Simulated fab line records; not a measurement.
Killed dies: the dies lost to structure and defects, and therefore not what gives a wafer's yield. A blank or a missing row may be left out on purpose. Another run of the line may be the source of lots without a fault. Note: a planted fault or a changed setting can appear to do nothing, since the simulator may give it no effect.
One fault seen from 2 desks :: flow n5 finfet :: every desk sees just its own numbers, and what lay behind them comes last

TOOL OWNER'S DESK, pvd sputter-02
The tool's own readings at N5_BEOL_M14_SPUTTER_43 (material TaN, target thk 15 nm, time 24.19 s): means of the sampled wafers that have a number, for each lot that ran on this tool. A lot is out of limits, marked OUT, if its mean lies more than 4 standard deviations from the usual mean; the brackets give that distance.
Columns: A = throttle valve pct at N5_BEOL_M14_SPUTTER_43, usual 30.0 %
lot: L208
first seen here: day 13 10:31
A: 29.2

lot: L215
first seen here: day 14 09:17
A: 29.0
This desk's verdict: no lot among the 2 shows anything out of limits.

THE METROLOGY DESK
Lot by lot, what the gauges showed, no matter which tool ran the lot: averages of those sampled wafers that carry a number. A lot is out of limits, marked OUT, if its mean lies more than 4 standard deviations from the usual mean; the brackets give that distance.
Columns: A = trench depth nm at N5_BEOL_M14_OCD_MEAS_35, usual 563 nm
lot: L204
first seen here: day 11 23:40
A: 560

lot: L208
first seen here: day 13 06:56
A: 563

lot: L215
first seen here: day 14 07:05
A: 565

lot: L218
first seen here: day 15 11:32
A: 568

lot: L225
first seen here: day 18 09:19
A: 573
This desk's verdict: no lot among the 5 shows anything out of limits.

ALL TOGETHER
Nothing out of limits was seen by the tool owner's desk.
Metrology desk: nothing out of limits seen.

WHAT THE SIMULATOR HAD PUT IN
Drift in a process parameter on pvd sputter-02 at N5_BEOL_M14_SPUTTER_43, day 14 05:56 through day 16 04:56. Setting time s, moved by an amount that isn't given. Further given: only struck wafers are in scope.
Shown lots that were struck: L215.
